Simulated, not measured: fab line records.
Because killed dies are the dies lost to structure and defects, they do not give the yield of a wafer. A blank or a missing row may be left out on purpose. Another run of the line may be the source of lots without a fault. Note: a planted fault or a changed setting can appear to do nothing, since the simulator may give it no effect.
fab line records + flow n5_finfet
record
- lots=4
- wafers=12
- last_day=14
route steps=1938 shown PMOS_HMC_CHANNEL_EPI@62 FIN_SAQP@90 BEOL_M4@1111
lots with no fault: from the same line, run without faults
start_h: hours from the record's first day to the start of the lot's first wafer shown + wait_h: hours from the lot's prior step to this one + " the same as in the row above + L1.1+2: a row that stands for several wafers + - value missing, or start not given + * or withheld: withheld + < > ~ a bound
route shown NAME@n: a module of which the file shows steps, and the number in the route of the first + usual: mean and standard deviation over wafers with no fault + same: alike in all rows + chamber/n: place in a boat + sites: per-site readings + _std_site: standard deviation across them + _edge_site: mean of outer sites minus mean of inner sites + radius_mm: for every site, how far away it sits from the centre of the wafer + mask NAME#n: copy n + behind: the most recent tool/chamber to have shaped the wafer + hold: why the lot was held/for how many hours/how that ended + device: names the non-switching transistor (n, p or np) + end of line: tests of these same wafers at the route's end + a step with no rows: only its recipe + killed: dies lost to structure and defects at the first sort, not the wafer's yield + map: the dies of a wafer, with x for killed, . for not killed, _ for no die there
set.NAME: setting as actually run; set.NAME@STEP: the setting as run at that earlier step + model.NAME: the simulator's own value behind a step, which no gauge read
lots seen at some steps along the route; tables by step, rows by wafer
services: from which hour (start_h, from the record's first day; less than 0 if before it) a tool's chamber was out of use, for how many hours, and why
## steps
# step N5_PMOS_HMC_CHANNEL_EPI_EXPOSE_06
# recipe
- mask_id=PMOS_HMC_BLK
- na=1.35
- source_shape=conventional
- sigma_outer=0.8
- polarization=unpolarized
- target_cd_nm=240
- dose_mj=41
# step N5_PMOS_HMC_CHANNEL_EPI_PEB_07
# recipe
- peb_temp_c=110
- peb_time_s=60
- resist=CAR-ArF-block
# step N5_PMOS_HMC_CHANNEL_EPI_DEVELOP_08
# recipe
- develop_time_s=30
- developer=TMAH
- resist=CAR-ArF-block
- dev_temp_c=23
- rinse_liquid=diw
- dry=air_spin
# step N5_PMOS_HMC_CHANNEL_EPI_DESCUM_14
# recipe
- chemistry=O2
- time_s=7.9
- source_power_w=50
- bias_power_w=20
- pressure_mtorr=20
- rf_frequency_hz=2.712e+07
- temp_c=40
- resist=CAR-ArF-block
- o2_flow_sccm=225
# step N5_PMOS_HMC_CHANNEL_EPI_ETCH_32
# recipe
- chemistry=N2/H2
- target=BARC
- stop_on=SiO2
- target_depth_a=858
- over_etch_frac=0.3
- time_s=50.3
- ion_energy_ev=200
- mask_material=CAR-ArF-block
- pressure_mtorr=30
- source_w=840
- bias_w=150
- n2_flow_sccm=200
- h2_flow_sccm=200
# step N5_PMOS_HMC_CHANNEL_EPI_HM_OPEN_15
# recipe
- chemistry=CHF3/O2
- target=SiO2
- mask_material=CAR-ArF-block
- target_depth_a=406
- CHF3_flow_sccm=50
- O2_flow_sccm=5
- Ar_flow_sccm=200
- time_s=20.3
- pressure_mtorr=30
- source_w=650
- bias_w=170
- ion_energy_ev=200
# step N5_PMOS_HMC_CHANNEL_EPI_STRIP_33
# recipe
- chemistry=N2/H2
- power_w=500
- temp_c=40
- pressure_mtorr=50
- rf_frequency_hz=6e+07
- overash_fraction=0.3
- bias_power_w=8
- h2_frac=0.5
- n2_flow_sccm=300
- h2_flow_sccm=300
# step N5_PMOS_HMC_CHANNEL_EPI_STRIP_17
# recipe
- chemistry=SPM
- time_s=750
- temp_c=130
- h2so4_h2o2_vol_ratio=4
- dry=ipa_marangoni
# step N5_PMOS_HMC_CHANNEL_EPI_ETCH_38
# recipe
- chemistry=CF4
- target=SiO2
- target_depth_a=15
- ion_energy_ev=350
- pressure_mtorr=10
- icp_w=800
- bias_w=400
- cf4_flow_sccm=80
# step N5_PMOS_HMC_CHANNEL_EPI_FIN_RECESS_16
# recipe
- chemistry=HBr/Cl2
- target=Si
- mask_material=SiO2
- target_depth_a=540
- time_s=18
- pressure_mtorr=10
- icp_w=800
- bias_w=75
- HBr_flow_sccm=150
- Cl2_flow_sccm=80
# usual
- drypump_motor_current_A=5.5/0.54
- oes_product_au=0.995/0.02
- throttle_valve_pct=35.5/0.38
| lot.wafer | tool      | chamber | start_h | wait_h | drypump_motor_current_A | oes_product_au | rf_hours_counter_h | throttle_valve_pct | model.PMOS_HMC_CHANNEL_EPI.feature_depth_nm | model.etch.depth_nm | model.SiO2_of_PMOS_HMC_CHANNEL_EPI_HM_DEP_34.thk_nm |
|-----------|-----------|---------|---------|--------|-------------------------|----------------|--------------------|--------------------|---------------------------------------------|---------------------|-----------------------------------------------------|
| L423.1    | rie_si-06 | 3       | 29.74   | 0.0    | 5.0                     | 0.962          | 69                 | 36.0               | 52.13                                       | 52.13               | 30.36                                               |
| L423.3    | "         | 2       | "       | "      | 4.9                     | 0.997          | 109                | 35.6               | 52.43                                       | 52.43               | 30.42                                               |
| L423.4    | "         | 1       | "       | "      | 6.2                     | 0.967          | 77                 | 35.2               | 53.83                                       | 53.83               | 29.79                                               |
| L426.1    | rie_si-06 | 2       | 48.12   | 0.0    | 4.9                     | 0.819          | 109                | 35.9               | 35.81                                       | 35.81               | 32.35                                               |
| L426.2    | "         | 0       | "       | "      | 5.3                     | 0.833          | 19                 | 35.9               | 37.15                                       | 37.15               | 32.45                                               |
| L426.4    | "         | 3       | "       | "      | 5.0                     | 0.780          | 69                 | 36.2               | 35.6                                        | 35.6                | 32.74                                               |
| L429.3    | rie_si-06 | 3       | 66.09   | 0.0    | 5.0                     | 0.788          | 70                 | 36.2               | 35.7                                        | 35.7                | 31.07                                               |
| L429.5    | "         | 3       | "       | "      | 5.0                     | 0.784          | -                  | 36.3               | 35.61                                       | 35.61               | 31.28                                               |
| L429.6    | "         | 2       | "       | "      | 4.9                     | 0.836          | -                  | 35.9               | 35.92                                       | 35.92               | 32.22                                               |
| L437.2    | rie_si-01 | 3       | 113.49  | 0.0    | 5.3                     | 0.971          | 76                 | 35.4               | 53.56                                       | 53.56               | 29.74                                               |
| L437.3    | "         | 0       | "       | "      | 6.5                     | 1.024          | 132                | 35.1               | 55.09                                       | 55.09               | 29.71                                               |
| L437.5    | "         | 1       | "       | "      | 5.2                     | 0.986          | -                  | 34.6               | 53.55                                       | 53.55               | 30.61                                               |
# step N5_PMOS_HMC_CHANNEL_EPI_PRECLEAN_36
# recipe
- chemistry=O3/DIW
- time_s=45
- temp_c=22
- o3_ppm=10
# step N5_PMOS_HMC_CHANNEL_EPI_PRECLEAN_18
# recipe
- chemistry=DHF
- time_s=30
- temp_c=25
- dilution=withheld
| lot.wafer | tool         | chamber | start_h | wait_h | model.SiO2_of_PMOS_HMC_CHANNEL_EPI_HM_DEP_34.thk_nm |
|-----------|--------------|---------|---------|--------|-----------------------------------------------------|
| L423.1    | wet_bench-04 | 5       | 29.87   | 0.0    | 24.77                                               |
| L423.3    | "            | 3       | "       | "      | 24.78                                               |
| L423.4    | "            | 1       | "       | "      | 24.21                                               |
| L426.1    | wet_bench-01 | 7       | 48.23   | 0.0    | 26.7                                                |
| L426.2    | "            | 0       | "       | "      | 26.84                                               |
| L426.4    | "            | 4       | "       | "      | 27.09                                               |
| L429.3    | wet_bench-04 | 1       | 66.22   | 0.0    | 25.4                                                |
| L429.5    | "            | 0       | "       | "      | 25.61                                               |
| L429.6    | "            | 3       | "       | "      | 26.56                                               |
| L437.2    | wet_bench-05 | 6       | 113.61  | 0.0    | 24.15                                               |
| L437.3    | "            | 3       | "       | "      | 24.13                                               |
| L437.5    | "            | 2       | "       | "      | 24.99                                               |
# step N5_PMOS_HMC_CHANNEL_EPI_SRD_19
# recipe
- dry=ipa_marangoni
- do_ppb=5
- time_s=30
- temp_c=23
- rinse_liquid=diw
# step N5_PMOS_HMC_CHANNEL_EPI_EPI_20
# recipe
- material=SiGe30
- mask_material=SiO2
- pressure_torr=20
- target_thk_a=590
- temp_c=600
# step N5_PMOS_HMC_CHANNEL_EPI_HM_STRIP_35
# recipe
- chemistry=dHF
- temp_c=25
- material=SiO2
- target=SiO2
- target_depth_a=396
- time_s=216
# step N5_PMOS_HMC_CHANNEL_EPI_SRD_39
# recipe
- dry=ipa_marangoni
- time_s=30
- temp_c=23
- rinse_liquid=diw
# step N5_PMOS_HMC_CHANNEL_EPI_CMP_21
# recipe
- material=SiGe30
- post_cmp_clean=alkaline_brush
- target_thk_nm=54
# step N5_PMOS_HMC_CHANNEL_EPI_THK_MEAS_22
# recipe
- reads=SiGe30_of_PMOS_HMC_CHANNEL_EPI_EPI_20
# usual
- HMC_CMP_THK=53.8/0.9
| lot.wafer | tool          | chamber | start_h | wait_h | HMC_CMP_THK[nm] |
|-----------|---------------|---------|---------|--------|-----------------|
| L423.1    | film_metro-01 | -       | 31.58   | -      | 52.0            |
| L423.3    | "             | -       | "       | "      | 52.3            |
| L423.4    | "             | -       | "       | "      | 53.8            |
| L426.1    | film_metro-01 | -       | 50.03   | -      | 35.9            |
| L426.2    | "             | -       | "       | "      | 37.3            |
| L426.4    | "             | -       | "       | "      | 35.6            |
| L429.3    | film_metro-01 | -       | 67.94   | -      | 35.9            |
| L429.5    | "             | -       | "       | "      | 35.6            |
| L429.6    | "             | -       | "       | "      | 35.9            |
| L437.2    | film_metro-01 | -       | 115.69  | -      | 53.6            |
| L437.3    | "             | -       | "       | "      | 55.0            |
| L437.5    | "             | -       | "       | "      | 53.8            |
# step N5_PMOS_HMC_CHANNEL_EPI_PRECLEAN_40
# recipe
- chemistry=DHF
- time_s=30
- temp_c=25
- dilution=withheld
# step N5_PMOS_HMC_CHANNEL_EPI_PRECLEAN_37
# recipe
- chemistry=O3/DIW
- time_s=45
- temp_c=22
- o3_ppm=10
# step N5_PMOS_HMC_CHANNEL_EPI_PRECLEAN_24
# recipe
- chemistry=DHF
- time_s=30
- temp_c=25
- dilution=withheld
# step N5_PMOS_HMC_CHANNEL_EPI_SRD_25
# recipe
- dry=ipa_marangoni
- do_ppb=5
- time_s=30
- temp_c=23
- rinse_liquid=diw
# step N5_PMOS_HMC_CHANNEL_EPI_EPI_26
# recipe
- material=Si
- target_thk_a=38
- temp_c=650
- precursor=SiH4/H2
- pressure_torr=20
- time_s=22.7
# step N5_FIN_SAQP_PRECLEAN_42
# recipe
- chemistry=O3/DIW
- time_s=60
- temp_c=22
- o3_ppm=10
# step N5_FIN_SAQP_PRECLEAN_00
# recipe
- chemistry=SC1
- time_s=60
- temp_c=55
- mix=1:2:50
# step N5_FIN_SAQP_PRECLEAN_44
# recipe
- chemistry=SC2
- time_s=45
- temp_c=35
- mix=1:1:50
# step N5_FIN_SAQP_SRD_01
# recipe
- dry=ipa_marangoni
- time_s=30
- temp_c=23
- rinse_liquid=diw
# step N5_FIN_SAQP_ALD_61
# recipe
- material=SiO2
- target_thk_a=40
- temp_c=300
- ald_precursor_family=BDEAS
- ald_co_reactant=O2-plasma
- pulse_time_s=1
- purge_time_s=2
- co_reactant_purge_time_s=2
- ald_cycles=43
- pressure_torr=2
# step N5_FIN_SAQP_DENSIFY_62
# recipe
- temp_c=700
- time_s=60
- ambient=N2
- idle_temp_c=600
- ramp_up_c_per_s=150
- ramp_down_c_per_s=60
- cool_to_c=600
# step N5_FIN_SAQP_HM_DEP_03
# recipe
- material=SiNx
- target_thk_a=380
- temp_c=400
- precursor=SiH4/NH3/N2
- pressure_torr=1.5
- rf_w=300
- time_s=33.6
# step N5_FIN_SAQP_PECVD_47
# recipe
- material=a-Si
- target_thk_a=450
- temp_c=400
- precursor=SiH4/He
- pressure_torr=3
- rf_w=100
- time_s=36.3
# step N5_FIN_SAQP_PECVD_48
# recipe
- material=SiNx
- target_thk_a=250
- temp_c=400
- precursor=SiH4/NH3/N2
- pressure_torr=1.5
- rf_w=300
- time_s=22.1
# step N5_FIN_SAQP_PECVD_06
# recipe
- material=a-Si
- target_thk_a=600
- temp_c=400
- precursor=SiH4/He
- pressure_torr=3
- rf_w=100
- time_s=48.1
# step N5_FIN_SAQP_HM_DEP_72
# recipe
- material=SiO2
- target_thk_a=120
- temp_c=400
- precursor=SiH4/N2O
- pressure_torr=0.75
- rf_w=275
- time_s=7.2
# step N5_FIN_SAQP_COAT_49
# recipe
- resist=SOC
- temp_c=250
- time_s=60
- spin_rpm=1500
- resist_thk_nm=100
# step N5_BEOL_M4_RC_MEAS_101
# usual
- DIBL_N=36.3/1.6
- DIBL_P=36.2/2.1
- IOFF_N=0.16/0.031
- IOFF_P=0.21/0.034
- ION_N=673/11
- ION_P=461/7.4
- SS_N=71.6/0.55
- SS_P=73.3/0.66
- VT_N=251/3.2
- VT_P=-251/3.5
| lot.wafer | tool      | chamber | start_h | wait_h | DIBL_N[mV/V] | DIBL_P[mV/V] | IOFF_N[nA/um] | IOFF_P[nA/um] | ION_N[uA/um] | ION_P[uA/um] | SS_N[mV/dec] | SS_P[mV/dec] | VT_N[mV] | VT_P[mV] |
|-----------|-----------|---------|---------|--------|--------------|--------------|---------------|---------------|--------------|--------------|--------------|--------------|----------|----------|
| L423.1    | prober-02 | 0       | 163.10  | 0.0    | 34.0         | 35.9         | 0.15          | 0.20          | 683          | 466          | 70.8         | 72.9         | 250      | -253     |
| L423.3    | "         | 0       | "       | "      | 36.2         | 37.4         | 0.18          | 0.22          | 682          | 456          | 71.5         | 73.7         | 249      | -251     |
| L423.4    | "         | 0       | "       | "      | 36.6         | 39.3         | 0.19          | 0.25          | 669          | 461          | 71.9         | 73.8         | 247      | -249     |
| L429.3    | prober-01 | 0       | 209.94  | 0.3    | 37.0         | 35.4         | 0.17          | 0.19          | 684          | 393          | 71.1         | 72.9         | 247      | -255     |
| L429.5    | "         | 0       | "       | "      | 37.6         | 36.3         | 0.18          | 0.19          | 678          | 388          | 71.8         | 72.9         | 249      | -255     |
| L429.6    | "         | 0       | "       | "      | 34.1         | 32.1         | 0.12          | 0.14          | 657          | 381          | 71.0         | 73.2         | 253      | -259     |
| L437.2    | prober-02 | 0       | 245.59  | 0.2    | 35.8         | 36.0         | 0.16          | 0.23          | 678          | 469          | 71.1         | 72.4         | 246      | -247     |
| L437.3    | "         | 0       | "       | "      | 35.2         | 36.1         | 0.15          | 0.23          | 671          | 466          | 71.1         | 72.8         | 247      | -244     |
| L437.5    | "         | 0       | "       | "      | 36.3         | 37.2         | 0.17          | 0.25          | 685          | 485          | 71.4         | 72.8         | 249      | -243     |
## services
| tool         | chamber | start_h | hours | kind   |
|--------------|---------|---------|-------|--------|
| rie_si-01    | -       | 61.70   | 0.3   | repair |
| rie_si-06    | 0       | 69.31   | 9.3   | repair |
| wet_bench-01 | -       | 103.35  | 2.1   | repair |
## key
first_sign
- step=N5_PMOS_HMC_CHANNEL_EPI_FIN_RECESS_16
- reading=oes_product_au
- direction=down
- sigmas=9.5
- usual=0.995
- struck=0.807
effect
- step=N5_PMOS_HMC_CHANNEL_EPI_THK_MEAS_22
- reading=HMC_CMP_THK
- direction=down
- sigmas=20
- usual=53.8
- struck=36.0
effect
- step=N5_BEOL_M4_RC_MEAS_101
- reading=ION_P
- direction=down
- sigmas=10
- usual=461
- struck=387
model_effect
- step=N5_PMOS_HMC_CHANNEL_EPI_FIN_RECESS_16
- value=PMOS_HMC_CHANNEL_EPI.feature_depth_nm
- without=52.99
- struck=35.97
model_effect
- step=N5_PMOS_HMC_CHANNEL_EPI_PRECLEAN_18
- value=SiO2_of_PMOS_HMC_CHANNEL_EPI_HM_DEP_34.thk_nm
- without=25.05
- struck=26.36
met_at N5_PMOS_HMC_CHANNEL_EPI_FIN_RECESS_16
struck_wafers L426.1,L426.2,L426.4,L429.3,L429.5,L429.6
rows_end L426.1,L426.2,L426.4,L429.3,L429.5,L429.6
onset_between 29.74 48.12
fault
- kind=process_parameter_drift
- tool=rie_si-06
- chamber=-
- onset_h=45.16
- steps=N5_PMOS_HMC_CHANNEL_EPI_FIN_RECESS_16
- channel=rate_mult
- offset=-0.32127
- shape=step
# rows_end: these wafers met a further fault down the route, and their rows from its step on are left out
